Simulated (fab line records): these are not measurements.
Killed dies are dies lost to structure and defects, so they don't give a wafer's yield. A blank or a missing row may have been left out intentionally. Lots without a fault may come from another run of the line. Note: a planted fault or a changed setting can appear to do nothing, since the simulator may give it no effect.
fab line records -- flow n5-finfet
record: lots: 7, wafers: 21
route steps=1938 shown BEOL_M13@1685 BEOL_M14@1753 MIM_BOT@1833 MIM_TOP_LITHO@1845 PASSIVATION@1929
start-h: hours from the record's opening day to when the first of the lot's shown wafers began -- wait-h: how many hours have passed since the lot's step before this one -- " the same as in the row above -- L1.1+2: several wafers, shown together as one row -- - no value present, or no start provided -- * or withheld: withheld -- < > ~ a bound
route shown NAME@n: names a module that has steps shown in the file, with the first one's number in the route -- usual: average and standard deviation across the fault-free wafers -- same: alike in all rows -- chamber/n: place in a boat -- sites: readings site by site -- _std_site: standard deviation of those values -- _edge_site: outer sites' mean less inner sites' -- radius-mm: how far each site lies from the wafer's centre -- mask NAME#n: copy n -- behind: the most recent tool/chamber to have shaped the wafer -- hold: cause of the lot's hold/its duration in hours/its outcome -- device: which transistor (n, p or np) failed to switch -- end of line: tests of these same wafers at the route's end -- a step given without rows: its recipe and nothing more -- killed: dies that structure and defects cost at the first sort, which is not the same as the wafer's yield -- map: a wafer's dies, x killed, . not, _ none there
set.NAME: the run value of the setting; set.NAME@STEP: its run value at that earlier step -- model.NAME: the simulator's own value behind a step, which no gauge read
one table per step and one row per wafer, for lots whose settings were changed on purpose
== steps ==
step: N5_BEOL_M13_EXPOSE_25
recipe: mask-id: M13, na: 0.93, source-shape: conventional, sigma-outer: 0.4, polarization: unpolarized, target-cd-nm: 210, dose-mj: 22
lot.wafer,tool,chamber,start-h,wait-h,mask,set.dose-mj
L075.3,krf-scanner-02,0,245.06,-,M13#0,22
L075.4+5,krf-scanner-02,0,245.06,-,M13#0,21.56
L076.1+4+6,krf-scanner-01,0,257.49,-,M13#0,22
L077.2,krf-scanner-02,0,260.07,-,M13#0,22.58
L077.3+6,krf-scanner-02,0,260.07,-,M13#0,22
L078.1+3,krf-scanner-02,0,265.40,-,M13#0,22
L078.5,krf-scanner-02,0,265.40,-,M13#0,21.1
L082.1+3+5,krf-scanner-01,0,293.63,-,M13#0,22
L089.2+4,krf-scanner-01,0,339.43,-,M13#0,23.07
L089.6,krf-scanner-01,0,339.43,-,M13#0,22
L090.2+5,krf-scanner-01,0,349.59,-,M13#0,22
L090.6,krf-scanner-01,0,349.59,-,M13#0,23.55
step: N5_BEOL_M13_PEB_26
recipe: peb-temp-c: 130, peb-time-s: 90
step: N5_BEOL_M13_DEVELOP_27
recipe: develop-time-s: 45, rinse-liquid: diw, dry: air-spin, dev-temp-c: 21
step: N5_BEOL_M13_HARDBAKE_32
recipe: temp-c: 130, time-s: 120
step: N5_BEOL_M13_CD_MEAS_28
recipe: target-cd-nm: 209.5, landing-energy-ev: 500, detector: se-inlens
usual: cd-nm: 209.2/0.91
lot.wafer,tool,chamber,start-h,wait-h,set.dose-mj@BEOL_M13_EXPOSE_25,cd-nm
L075.3,cd-sem-01,0,245.22,-,22,208.0
L075.4,cd-sem-01,0,245.22,-,21.56,205.7
L075.5,cd-sem-01,0,245.22,-,21.56,205.5
L076.1,cd-sem-03,0,257.66,-,22,211.2
L076.4,cd-sem-03,0,257.66,-,22,209.7
L076.6,cd-sem-03,0,257.66,-,22,209.2
L077.2,cd-sem-03,0,260.24,-,22.58,211.4
L077.3,cd-sem-03,0,260.24,-,22,208.2
L077.6,cd-sem-03,0,260.24,-,22,207.4
L078.1,cd-sem-01,0,265.57,-,22,209.8
L078.3,cd-sem-01,0,265.57,-,22,209.1
L078.5,cd-sem-01,0,265.57,-,21.1,205.4
L082.1,cd-sem-03,0,293.80,-,22,209.0
L082.3,cd-sem-03,0,293.80,-,22,208.3
L082.5,cd-sem-03,0,293.80,-,22,209.2
L089.2,cd-sem-01,0,339.60,-,23.07,213.7
L089.4,cd-sem-01,0,339.60,-,23.07,213.9
L089.6,cd-sem-01,0,339.60,-,22,209.6
L090.2,cd-sem-01,0,349.76,-,22,208.1
L090.5,cd-sem-01,0,349.76,-,22,208.9
L090.6,cd-sem-01,0,349.76,-,23.55,214.2
step: N5_BEOL_M13_DESCUM_33
recipe: chemistry: O2, time-s: 7.9, source-power-w: 50, bias-power-w: 20, pressure-mtorr: 20, rf-frequency-hz: 2.712e+07, temp-c: 40, o2-flow-sccm: 225
lot.wafer,tool,chamber,start-h,wait-h,set.dose-mj@BEOL_M13_EXPOSE_25,model.BEOL_M13.cd-nm
L075.3,rie-diel-02,1,245.31,0.0,22,207.8
L075.4+5,rie-diel-02,"2,1",245.31,0.0,21.56,205.4
L076.1,rie-diel-06,3,257.99,0.3,22,211
L076.4+6,rie-diel-06,"0,2",257.99,0.3,22,209.4
L077.2,rie-diel-01,1,260.33,0.0,22.58,211.4
L077.3,rie-diel-01,3,260.33,0.0,22,208.4
L077.6,rie-diel-01,1,260.33,0.0,22,207.8
L078.1,rie-diel-01,1,265.66,0.0,22,209.4
L078.3,rie-diel-01,3,265.66,0.0,22,209.2
L078.5,rie-diel-01,2,265.66,0.0,21.1,205.6
L082.1,rie-diel-02,3,293.89,0.0,22,209
L082.3,rie-diel-02,2,293.89,0.0,22,208.2
L082.5,rie-diel-02,3,293.89,0.0,22,209.2
L089.2,rie-diel-06,3,340.28,0.6,23.07,213.4
L089.4,rie-diel-06,2,340.28,0.6,23.07,213.8
L089.6,rie-diel-06,1,340.28,0.6,22,209.4
L090.2,rie-diel-02,0,350.34,0.5,22,208.2
L090.5,rie-diel-02,2,350.34,0.5,22,208.8
L090.6,rie-diel-02,0,350.34,0.5,23.55,214.2
step: N5_BEOL_M13_ETCH_67
recipe: chemistry: CF4, target: SiARC, target-depth-a: 1430, time-s: 238.3, ion-energy-ev: 80, pressure-mtorr: 40, source-w: 545, bias-w: 36, Ar_flow_sccm: 100, cf4-flow-sccm: 100, ends: cleared
usual: rf-vpp-V: 184.2/1.1
lot.wafer,tool,chamber,start-h,wait-h,set.bias-w,set.dose-mj@BEOL_M13_EXPOSE_25,rf-vpp-V,model.BEOL_M13.cd-nm
L075.3,rie-diel-02,1,245.34,0.0,42.47,22,204.3,208.4
L075.4,rie-diel-02,2,245.34,0.0,36,21.56,184.8,206.8
L075.5,rie-diel-02,1,245.34,0.0,42.47,21.56,202.6,206
L076.1,rie-diel-06,3,258.02,0.0,36,22,185.6,212.4
L076.4,rie-diel-06,0,258.02,0.0,36,22,183.3,210
L076.6,rie-diel-06,2,258.02,0.0,36,22,184.7,210.4
L077.2,rie-diel-01,1,260.36,0.0,36,22.58,183.1,211.4
L077.3,rie-diel-01,3,260.36,0.0,32.85,22,175.1,208.8
L077.6,rie-diel-01,1,260.36,0.0,36,22,184.0,207.6
L078.1,rie-diel-01,1,265.70,0.0,31.64,22,169.2,209.8
L078.3,rie-diel-01,3,265.70,0.0,36,22,184.4,209
L078.5,rie-diel-01,2,265.70,0.0,31.64,21.1,169.3,206.6
L082.1,rie-diel-02,3,293.92,0.0,36,22,183.6,208.8
L082.3,rie-diel-02,2,293.92,0.0,30.11,22,164.6,209.4
L082.5,rie-diel-02,3,293.92,0.0,36,22,183.4,209
L089.2,rie-diel-06,3,340.32,0.0,33.59,23.07,176.0,214.6
L089.4,rie-diel-06,2,340.32,0.0,33.59,23.07,175.8,214.6
L089.6,rie-diel-06,1,340.32,0.0,36,22,184.4,210
L090.2,rie-diel-02,0,350.37,0.0,36,22,185.8,209.8
L090.5,rie-diel-02,2,350.37,0.0,36,22,184.2,210.4
L090.6,rie-diel-02,0,350.37,0.0,36,23.55,185.7,215.2
step: N5_BEOL_M14_TRENCH_ETCH_34
recipe: chemistry: C4F8/O2/Ar, target: SiO2, target-depth-a: 5566.5, mask-material: SOC, he-inner-torr: 15, he-outer-torr: 30, time-s: 126.9, ion-energy-ev: 800, pressure-mtorr: 20, source-w: 1905, bias-w: 2040, Ar_flow_sccm: 400, C4F8_flow_sccm: 16, O2_flow_sccm: 12
lot.wafer,tool,chamber,start-h,wait-h,set.time-s,model.etch.depth-nm
L075.3,rie-diel-03,2,252.84,0.0,126.9,544.2
L075.4,rie-diel-03,1,252.84,0.0,110.8,479
L075.5,rie-diel-03,2,252.84,0.0,126.9,549.2
L076.1,rie-diel-03,3,265.25,0.0,126.9,559.4
L076.4,rie-diel-03,3,265.25,0.0,126.9,561.8
L076.6,rie-diel-03,2,265.25,0.0,126.9,544.7
L077.2,rie-diel-03,1,266.94,0.0,126.9,542.4
L077.3,rie-diel-03,0,266.94,0.0,126.9,531.9
L077.6,rie-diel-03,1,266.94,0.0,126.9,545.4
L078.1,rie-diel-04,0,273.82,0.0,126.9,575.2
L078.3,rie-diel-04,3,273.82,0.0,149.9,680.8
L078.5,rie-diel-04,0,273.82,0.0,149.9,680.2
L082.1,rie-diel-04,0,300.90,0.0,145.6,660
L082.3,rie-diel-04,2,300.90,0.0,126.9,537.2
L082.5,rie-diel-04,2,300.90,0.0,145.6,613.9
L089.2,rie-diel-03,0,345.06,0.0,126.9,553.3
L089.4,rie-diel-03,0,345.06,0.0,112.2,486.7
L089.6,rie-diel-03,2,345.06,0.0,112.2,480.7
L090.2,rie-diel-04,2,355.14,0.0,155.2,671.1
L090.5,rie-diel-04,1,355.14,0.0,155.2,701.1
L090.6,rie-diel-04,3,355.14,0.0,126.9,574.1
step: N5_BEOL_M14_STRIP_70
recipe: chemistry: C4F8/O2/Ar, resist: SiARC, rf-frequency-hz: 6e+07
step: N5_BEOL_M14_OCD_MEAS_35
usual: trench-depth-nm: 554/13
lot.wafer,tool,chamber,start-h,wait-h,set.time-s@BEOL_M14_TRENCH_ETCH_34,trench-depth-nm
L075.3,ocd-01,-,253.00,0.0,126.9,544
L075.4,ocd-01,-,253.00,0.0,110.8,479
L075.5,ocd-01,-,253.00,0.0,126.9,549
L076.1,ocd-01,-,265.41,0.0,126.9,560
L076.4,ocd-01,-,265.41,0.0,126.9,562
L076.6,ocd-01,-,265.41,0.0,126.9,544
L077.2,ocd-02,-,267.10,0.0,126.9,542
L077.3,ocd-02,-,267.10,0.0,126.9,532
L077.6,ocd-02,-,267.10,0.0,126.9,545
L078.1,ocd-01,-,273.98,0.0,126.9,575
L078.3,ocd-01,-,273.98,0.0,149.9,681
L078.5,ocd-01,-,273.98,0.0,149.9,680
L082.1,ocd-02,-,301.06,0.0,145.6,660
L082.3,ocd-02,-,301.06,0.0,126.9,537
L082.5,ocd-02,-,301.06,0.0,145.6,614
L089.2,ocd-01,-,345.22,0.0,126.9,553
L089.4,ocd-01,-,345.22,0.0,112.2,487
L089.6,ocd-01,-,345.22,0.0,112.2,481
L090.2,ocd-02,-,355.30,0.0,155.2,671
L090.5,ocd-02,-,355.30,0.0,155.2,701
L090.6,ocd-02,-,355.30,0.0,126.9,574
step: N5_BEOL_M14_SPUTTER_43
recipe: material: TaN, target-thk-a: 150, temp-c: 50, bias-v: 168.6, power-w: 15000, chamber-pressure-pa: 0.12, time-s: 24.19
lot.wafer,tool,chamber,start-h,wait-h,set.power-w,model.TaN_of_BEOL_M14_SPUTTER_43.thk-nm
L075.3+4,pvd-sputter-03,-,254.38,0.0,17410,17.4
L075.5,pvd-sputter-03,-,254.38,0.0,15000,15
L076.1,pvd-sputter-01,-,266.01,0.0,15000,15.4
L076.4+6,pvd-sputter-01,-,266.01,0.0,15000,15.2
L077.2,pvd-sputter-02,-,270.10,0.0,16080,16
L077.3,pvd-sputter-02,-,270.10,0.0,15000,14.8
L077.6,pvd-sputter-02,-,270.10,0.0,15000,15
L078.1,pvd-sputter-02,-,277.92,0.0,15000,15.2
L078.3,pvd-sputter-02,-,277.92,0.0,15000,14.8
L078.5,pvd-sputter-02,-,277.92,0.0,15000,15
L082.1,pvd-sputter-01,-,302.14,0.0,15000,14.8
L082.3,pvd-sputter-01,-,302.14,0.0,13050,13
L082.5,pvd-sputter-01,-,302.14,0.0,13050,13.2
L089.2+6,pvd-sputter-02,-,346.42,0.0,13450,13.6
L089.4,pvd-sputter-02,-,346.42,0.0,15000,15.2
L090.2+5,pvd-sputter-01,-,357.09,0.0,15960,16
L090.6,pvd-sputter-01,-,357.09,0.0,15000,15
step: N5_BEOL_M14_SPUTTER_44
recipe: material: Ta, target-thk-a: 150, temp-c: 50, bias-v: 80, power-w: 15000, chamber-pressure-pa: 0.07, time-s: 24.19
step: N5_BEOL_M14_SPUTTER_45
recipe: material: Cu, target-thk-a: 1000, temp-c: -20, bias-v: 60, power-w: 26000, chamber-pressure-pa: 0.13, time-s: 16.67
step: N5_BEOL_M14_ECD_47
recipe: material: Cu, target-thk-a: 12480
step: N5_BEOL_M14_ANNEAL_48
recipe: temp-c: 225, time-s: 90, ambient: N2
step: N5_BEOL_M14_CMP_49
recipe: stop-on: SiO2, t-overpolish-s: 5.2, down-force-psi: 2, platen-rpm: 80, clearing-platen-down-force-psi: 2, clearing-platen-rpm: 80, post-cmp-clean: cu-alkaline, target-thk-nm: 560, clearing-platen-pad-velocity-m-s: 1.5917, pad-velocity-m-s: 1.5917
lot.wafer,tool,chamber,start-h,wait-h,set.time-s@BEOL_M14_TRENCH_ETCH_34,model.Cu_of_BEOL_M14_ECD_47.thk-nm
L075.4,cmp-01,1,255.18,0.2,110.8,481.4
L075.3,cmp-01,3,255.18,0.2,126.9,546.2
L075.5,cmp-01,1,255.18,0.2,126.9,554
L076.1,cmp-01,3,267.38,0.5,126.9,563.2
L076.4,cmp-01,1,267.38,0.5,126.9,567.2
L076.6,cmp-01,2,267.38,0.5,126.9,549
L077.2,cmp-03,1,270.86,0.2,126.9,545.6
L077.3,cmp-03,3,270.86,0.2,126.9,536.2
L077.6,cmp-03,2,270.86,0.2,126.9,548.4
L078.1,cmp-03,2,279.01,0.3,126.9,577
L078.3,cmp-03,0,279.01,0.3,149.9,684.4
L078.5,cmp-03,2,279.01,0.3,149.9,683
L082.1,cmp-03,0,303.13,0.3,145.6,666.2
L082.3,cmp-03,2,303.13,0.3,126.9,543.4
L082.5,cmp-03,3,303.13,0.3,145.6,620.2
L089.2,cmp-02,1,347.18,0.2,126.9,557.4
L089.4,cmp-02,3,347.18,0.2,112.2,490.2
L089.6,cmp-02,1,347.18,0.2,112.2,485.4
L090.2,cmp-01,0,358.45,0.3,155.2,675
L090.5,cmp-01,2,358.45,0.3,155.2,705.2
L090.6,cmp-01,3,358.45,0.3,126.9,580.4
step: N5_BEOL_M14_THK_MEAS_50
recipe: thk-meas-gauge: xrf, reads: Cu_of_BEOL_M14_ECD_47
usual: M14_THK: 568/15
lot.wafer,tool,chamber,start-h,wait-h,set.time-s@BEOL_M14_TRENCH_ETCH_34,M14_THK[nm]
L075.3,film-metro-01,-,255.43,-,126.9,558
L075.4,film-metro-01,-,255.43,-,110.8,490
L075.5,film-metro-01,-,255.43,-,126.9,566
L076.1,film-metro-01,-,267.64,-,126.9,571
L076.4,film-metro-01,-,267.64,-,126.9,580
L076.6,film-metro-01,-,267.64,-,126.9,560
L077.2,film-metro-02,-,271.16,-,126.9,547
L077.3,film-metro-02,-,271.16,-,126.9,536
L077.6,film-metro-02,-,271.16,-,126.9,553
L078.1,film-metro-02,-,279.30,-,126.9,577
L078.3,film-metro-02,-,279.30,-,149.9,685
L078.5,film-metro-02,-,279.30,-,149.9,683
L082.1,film-metro-01,-,303.38,-,145.6,685
L082.3,film-metro-01,-,303.38,-,126.9,553
L082.5,film-metro-01,-,303.38,-,145.6,637
L089.2,film-metro-02,-,347.47,-,126.9,572
L089.4,film-metro-02,-,347.47,-,112.2,500
L089.6,film-metro-02,-,347.47,-,112.2,497
L090.2,film-metro-01,-,358.67,-,155.2,690
L090.5,film-metro-01,-,358.67,-,155.2,721
L090.6,film-metro-01,-,358.67,-,126.9,593
step: N5_BEOL_M14_PRE_CLEAN_52
recipe: gas: NH3, time-s: 15, temp-c: withheld, rf-power-w: 300
step: N5_BEOL_M14_DEP_53
recipe: material: SiCN, target-thk-a: 500, temp-c: withheld, precursor: 3MS/NH3, pressure-torr: 3, rf-w: 675, time-s: 17.8
step: N5_BEOL_M14_RS_MEAS_54
recipe: thk-meas-gauge: four-point-probe, reads: Cu_of_BEOL_M14_ECD_47+Ta_of_BEOL_M14_SPUTTER_44+TaN_of_BEOL_M14_SPUTTER_43
usual: M14_RS: 0.0334/0.00082
lot.wafer,tool,chamber,start-h,wait-h,set.time-s@BEOL_M14_TRENCH_ETCH_34,M14_RS[ohm/sq]
L075.3,film-metro-02,-,255.56,0.1,126.9,0.0340
L075.4,film-metro-02,-,255.56,0.1,110.8,0.0386
L075.5,film-metro-02,-,255.56,0.1,126.9,0.0335
L076.1,film-metro-01,-,267.77,0.0,126.9,0.0332
L076.4,film-metro-01,-,267.77,0.0,126.9,0.0328
L076.6,film-metro-01,-,267.77,0.0,126.9,0.0340
L077.2,film-metro-01,-,271.29,0.1,126.9,0.0342
L077.3,film-metro-01,-,271.29,0.1,126.9,0.0349
L077.6,film-metro-01,-,271.29,0.1,126.9,0.0340
L078.1,film-metro-01,-,279.43,0.0,126.9,0.0323
L078.3,film-metro-01,-,279.43,0.0,149.9,0.0272
L078.5,film-metro-01,-,279.43,0.0,149.9,0.0272
L082.1,film-metro-02,-,303.51,0.0,145.6,0.0277
L082.3,film-metro-02,-,303.51,0.0,126.9,0.0342
L082.5,film-metro-02,-,303.51,0.0,145.6,0.0299
L089.2,film-metro-02,-,347.60,0.1,126.9,0.0333
L089.4,film-metro-02,-,347.60,0.1,112.2,0.0380
L089.6,film-metro-02,-,347.60,0.1,112.2,0.0384
L090.2,film-metro-02,-,358.80,0.1,155.2,0.0274
L090.5,film-metro-02,-,358.80,0.1,155.2,0.0262
L090.6,film-metro-02,-,358.80,0.1,126.9,0.0319
step: N5_MIM_BOT_SPUTTER_00
recipe: material: TiN, target-thk-a: 350, temp-c: 200, power-w: 3000, chamber-pressure-pa: 0.49996, gas: Ar, reactive-partial-pa: 0.37997, time-s: 89.7
lot.wafer,tool,chamber,start-h,wait-h,set.time-s,model.TiN_of_MIM_BOT_SPUTTER_00.thk-nm
L075.3+4,pvd-sputter-01,-,265.37,0.0,101,40
L075.5,pvd-sputter-01,-,265.37,0.0,101,40.2
L076.1+4,pvd-sputter-02,-,276.54,0.0,89.7,34.8
L076.6,pvd-sputter-02,-,276.54,0.0,89.7,35.2
L077.2,pvd-sputter-02,-,281.22,0.0,78.24,30.8
L077.3,pvd-sputter-02,-,281.22,0.0,89.7,35.2
L077.6,pvd-sputter-02,-,281.22,0.0,89.7,35
L078.1,pvd-sputter-01,-,288.75,0.0,89.7,36.2
L078.3,pvd-sputter-01,-,288.75,0.0,89.7,35.6
L078.5,pvd-sputter-01,-,288.75,0.0,89.7,36
L082.1,pvd-sputter-02,-,312.12,0.0,97.19,38.4
L082.3,pvd-sputter-02,-,312.12,0.0,97.19,37.8
L082.5,pvd-sputter-02,-,312.12,0.0,89.7,34.8
L089.2,pvd-sputter-01,-,360.59,0.0,83.43,31.8
L089.4+6,pvd-sputter-01,-,360.59,0.0,89.7,34
L090.2+6,pvd-sputter-03,-,367.69,0.0,89.7,35.2
L090.5,pvd-sputter-03,-,367.69,0.0,89.7,34.8
step: N5_MIM_TOP_LITHO_DEVELOP_07
recipe: develop-time-s: 60, rinse-liquid: diw, dry: air-spin, dev-temp-c: 21
lot.wafer,tool,chamber,start-h,wait-h,set.develop-time-s
L075.3+5,litho-track-02,0,-,-,60
L075.4,litho-track-02,0,-,-,53.35
L076.1+4+6,litho-track-04,0,-,-,60
L077.2+3+6,litho-track-03,0,-,-,60
L078.1,litho-track-03,0,-,-,60
L078.3+5,litho-track-03,0,-,-,52.66
L082.1+3+5,litho-track-02,0,-,-,60
L089.2,litho-track-02,0,-,-,72.29
L089.4+6,litho-track-02,0,-,-,60
L090.2,litho-track-03,0,-,-,52.6
L090.5+6,litho-track-03,0,-,-,60
step: N5_MIM_TOP_LITHO_HARDBAKE_09
recipe: temp-c: 130, time-s: 120
step: N5_MIM_TOP_LITHO_CD_MEAS_08
recipe: target-cd-nm: 2000, landing-energy-ev: 500, detector: se-inlens
usual: cd-nm: 1998.8/1.6
lot.wafer,tool,chamber,start-h,wait-h,set.develop-time-s@MIM_TOP_LITHO_DEVELOP_07,cd-nm
L075.3,cd-sem-03,0,266.62,-,60,1999.0
L075.4,cd-sem-03,0,266.62,-,53.35,2001.1
L075.5,cd-sem-03,0,266.62,-,60,2000.2
L076.1,cd-sem-01,0,278.19,-,60,2000.4
L076.4,cd-sem-01,0,278.19,-,60,2000.0
L076.6,cd-sem-01,0,278.19,-,60,2000.1
L077.2,cd-sem-01,0,282.71,-,60,1998.9
L077.3,cd-sem-01,0,282.71,-,60,1998.8
L077.6,cd-sem-01,0,282.71,-,60,1999.8
L078.1,cd-sem-03,0,290.50,-,60,1997.2
L078.3,cd-sem-03,0,290.50,-,52.66,2002.3
L078.5,cd-sem-03,0,290.50,-,52.66,2001.3
L082.1,cd-sem-03,0,313.34,-,60,1999.8
L082.3,cd-sem-03,0,313.34,-,60,1998.1
L082.5,cd-sem-03,0,313.34,-,60,2000.7
L089.2,cd-sem-01,0,362.42,-,72.29,1993.2
L089.4,cd-sem-01,0,362.42,-,60,1996.5
L089.6,cd-sem-01,0,362.42,-,60,1997.6
L090.2,cd-sem-03,0,368.81,-,52.6,2001.2
L090.5,cd-sem-03,0,368.81,-,60,1998.8
L090.6,cd-sem-03,0,368.81,-,60,1998.5
step: N5_PASSIVATION_PASS_ETCH_47
recipe: chemistry: CF4/O2, target: SiNx, target-depth-a: 7700, time-s: 385, ion-energy-ev: 100, pressure-mtorr: 40, source-w: 535, bias-w: 49, Ar_flow_sccm: 100, cf4-flow-sccm: 100, O2_flow_sccm: 10
lot.wafer,tool,chamber,start-h,wait-h,set.source-w,model.etch.depth-nm
L075.3,rie-diel-03,3,273.96,0.0,535,773
L075.4,rie-diel-03,1,273.96,0.0,535,762.2
L075.5,rie-diel-03,2,273.96,0.0,535,745.1
L076.1,rie-diel-04,3,284.58,0.0,535,785
L076.4,rie-diel-04,0,284.58,0.0,535,789.2
L076.6,rie-diel-04,2,284.58,0.0,535,756.9
L077.2,rie-diel-03,3,292.56,0.0,535,770
L077.3,rie-diel-03,0,292.56,0.0,535,768
L077.6,rie-diel-03,0,292.56,0.0,535,758.5
L078.1,rie-diel-03,0,297.98,0.0,535,769.2
L078.3,rie-diel-03,3,297.98,0.0,590.9,843.2
L078.5,rie-diel-03,0,297.98,0.0,590.9,838.4
L082.1,rie-diel-05,2,326.99,0.0,535,773.5
L082.3,rie-diel-05,0,326.99,0.0,535,751.6
L082.5,rie-diel-05,3,326.99,0.0,535,794.2
L089.2,rie-diel-05,0,370.61,0.0,585.6,816.6
L089.4,rie-diel-05,2,370.61,0.0,535,772.8
L089.6,rie-diel-05,1,370.61,0.0,535,764.6
L090.2,rie-diel-04,1,377.64,0.0,626.3,890.4
L090.5,rie-diel-04,3,377.64,0.0,626.3,904.1
L090.6,rie-diel-04,1,377.64,0.0,535,781.5
step: N5_PASSIVATION_ETCH_54
recipe: chemistry: CHF3/O2, target: SiO2, target-depth-a: 8800, CHF3_flow_sccm: 50, O2_flow_sccm: 5, Ar_flow_sccm: 200, time-s: 440, mask-material: PR, pressure-mtorr: 30, source-w: 650, bias-w: 170, ion-energy-ev: 200
usual: rf-vpp-V: 523/11
lot.wafer,tool,chamber,start-h,wait-h,set.bias-w,rf-vpp-V
L075.3,rie-diel-03,3,274.19,0.1,143.6,439
L075.4,rie-diel-03,1,274.19,0.1,143.6,462
L075.5,rie-diel-03,2,274.19,0.1,170,516
L076.1,rie-diel-04,3,284.81,0.1,170,530
L076.4,rie-diel-04,0,284.81,0.1,170,512
L076.6,rie-diel-04,2,284.81,0.1,170,540
L077.2,rie-diel-03,3,292.78,0.1,170,506
L077.3,rie-diel-03,0,292.78,0.1,179.4,561
L077.6,rie-diel-03,0,292.78,0.1,170,536
L078.1,rie-diel-03,0,298.21,0.1,170,537
L078.3,rie-diel-03,3,298.21,0.1,170,504
L078.5,rie-diel-03,0,298.21,0.1,189.6,586
L082.1,rie-diel-05,2,327.22,0.1,170,515
L082.3,rie-diel-05,0,327.22,0.1,192.9,584
L082.5,rie-diel-05,3,327.22,0.1,170,529
L089.2,rie-diel-05,0,370.83,0.1,155.2,490
L089.4,rie-diel-05,2,370.83,0.1,155.2,480
L089.6,rie-diel-05,1,370.83,0.1,170,540
L090.2,rie-diel-04,1,377.87,0.1,170,527
L090.5,rie-diel-04,3,377.87,0.1,145,465
L090.6,rie-diel-04,1,377.87,0.1,145,463
== key ==
split: step: N5_BEOL_M13_EXPOSE_25, setting: dose-mj, stated: 22, by: wafer
response: step: N5_BEOL_M13_CD_MEAS_28, reading: cd-nm, change: +0.906, per: 1%, r: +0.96
response: step: N5_BEOL_M13_DESCUM_33, reading: model.BEOL_M13.cd-nm, change: +0.884, per: 1%, r: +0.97
response: step: N5_BEOL_M13_ETCH_67, reading: model.BEOL_M13.cd-nm, change: +0.814, per: 1%, r: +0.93
split: step: N5_BEOL_M13_ETCH_67, setting: bias-w, stated: 36, by: wafer
response: step: N5_BEOL_M13_ETCH_67, reading: rf-vpp-V, change: +1.12, per: 1%, r: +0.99
split: step: N5_BEOL_M14_TRENCH_ETCH_34, setting: time-s, stated: 126.9, by: wafer
response: step: N5_BEOL_M14_TRENCH_ETCH_34, reading: model.etch.depth-nm, change: +5.64, per: 1%, r: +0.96
response: step: N5_BEOL_M14_OCD_MEAS_35, reading: trench-depth-nm, change: +5.64, per: 1%, r: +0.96
response: step: N5_BEOL_M14_CMP_49, reading: model.Cu_of_BEOL_M14_ECD_47.thk-nm, change: +5.63, per: 1%, r: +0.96
response: step: N5_BEOL_M14_THK_MEAS_50, reading: M14_THK, change: +5.83, per: 1%, r: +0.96
response: step: N5_BEOL_M14_RS_MEAS_54, reading: M14_RS, change: -0.000302, per: 1%, r: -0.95
split: step: N5_BEOL_M14_SPUTTER_43, setting: power-w, stated: 15000, by: wafer
response: step: N5_BEOL_M14_SPUTTER_43, reading: model.TaN_of_BEOL_M14_SPUTTER_43.thk-nm, change: +0.146, per: 1%, r: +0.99
split: step: N5_MIM_BOT_SPUTTER_00, setting: time-s, stated: 89.7, by: wafer
response: step: N5_MIM_BOT_SPUTTER_00, reading: model.TiN_of_MIM_BOT_SPUTTER_00.thk-nm, change: +0.347, per: 1%, r: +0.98
split: step: N5_MIM_TOP_LITHO_DEVELOP_07, setting: develop-time-s, stated: 60, by: wafer
response: step: N5_MIM_TOP_LITHO_CD_MEAS_08, reading: cd-nm, change: -0.217, per: 1%, r: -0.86
split: step: N5_PASSIVATION_PASS_ETCH_47, setting: source-w, stated: 535, by: wafer
response: step: N5_PASSIVATION_PASS_ETCH_47, reading: model.etch.depth-nm, change: +6.48, per: 1%, r: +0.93
split: step: N5_PASSIVATION_ETCH_54, setting: bias-w, stated: 170, by: wafer
response: step: N5_PASSIVATION_ETCH_54, reading: rf-vpp-V, change: +4.79, per: 1%, r: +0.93
